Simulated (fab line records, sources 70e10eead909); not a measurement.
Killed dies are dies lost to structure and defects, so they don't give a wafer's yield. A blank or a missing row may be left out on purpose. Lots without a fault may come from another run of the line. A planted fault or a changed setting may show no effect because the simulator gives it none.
Which tool did it? | flow nand_harc | 6 lots, 18 wafers sampled, at 1 step of a route of 1302

WHAT THE GAUGES READ, wafer by wafer
NHARC_A_BONDPAD_THK_MEAS_20: measures by xrf.
lot  | measured     | on            | thk_nm (nm)
L769 | day 24 02:36 | film_metro-01 | 169.5 169.4 173.3
L774 | day 25 18:43 | film_metro-01 | 168.6 168.9 169.8
L777 | day 27 06:34 | film_metro-01 | 167.8 170.6 170.4
L785 | day 30 12:38 | film_metro-02 | 171.2 170.0 170.6
L790 | day 31 20:46 | film_metro-02 | 168.1 171.6 168.9
L791 | day 32 18:04 | film_metro-02 | 169.5 168.0 167.5

WHICH TOOL RAN EACH LOT (tool, then ch and the chambers of the sampled wafers, then the start)
The record holds no process step before these readings.

THE ANSWER, worked out from the rows above alone
Rule: what is usual is taken from the lots themselves. Put in order of their means at a reading, lots are off if they are a third of the lots or fewer, leave a main group of 4 or more, and stand apart from it by a gap of 3 or more times the standard deviation of the main group's means; of several such gaps the widest counts. A main group whose means are all the same, to the digits that the tables above print for the reading, isn't used. A lot without any number at a reading at which 4 lots or more have one is off too. The other lots that the step has rows for count as sound.
No lot is off at any reading shown: from this, nothing can be told.

WHAT THE SIMULATOR HAD PUT IN
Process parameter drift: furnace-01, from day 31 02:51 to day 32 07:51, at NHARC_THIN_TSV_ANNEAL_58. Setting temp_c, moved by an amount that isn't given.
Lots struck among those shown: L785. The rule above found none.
